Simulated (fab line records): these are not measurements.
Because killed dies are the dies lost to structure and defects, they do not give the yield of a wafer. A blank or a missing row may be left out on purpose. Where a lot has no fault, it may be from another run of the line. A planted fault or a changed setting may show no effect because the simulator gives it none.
Matching of chambers -- flow nand-harc -- rie-diel-08 running NHARC_A_CHANNEL_HOLE_D1_ETCH_34: 4 sister chambers
The step etches the open film in CF4/CHF3, target depth 154 nm, time 77 s. 4 wafers are shown with their chamber, then 10 later ones without.

## EACH WAFER AND ITS CHAMBER
wafer,chamber,showerhead-plenum-p-Torr (Torr)
L174.6,1,1.49
L178.3,0,1.66
L178.4,2,1.53
L179.5,3,1.55

## WAFERS MISSING THEIR CHAMBER
wafer,showerhead-plenum-p-Torr (Torr)
L179.6,1.53
L180.1,1.66
L180.3,1.55
L180.4,1.49
L182.1,1.49
L182.2,1.55
L182.6,1.55
L190.2,1.55
L190.4,1.52
L190.5,1.55

## CHAMBER TAKEN BY EACH
wafer,from the rows above,in truth
L179.6,2,2
L180.1,0,0
L180.3,3,3
L180.4,1,1
L182.1,1,1
L182.2,3,3
L182.6,3,3
L190.2,3,3
L190.4,2,2
L190.5,3,3
Correct placement for 10 of the 10. Can't be placed from these rows: 0. Placed wrongly: 0.
How it was worked out, from the rows above alone: a wafer's distance from a chamber is the root of the sum, over the readings, of the square of ((its reading less the chamber's mean) divided by the reading's scatter). The wafer belongs to the nearest chamber; if the next one is less than 2 further off, it can't be placed. The mean given for a chamber averages the wafers shown for that chamber. The scatter: root of mean squared gap, hidden wafer to nearest shown wafer, with one shown wafer a chamber.
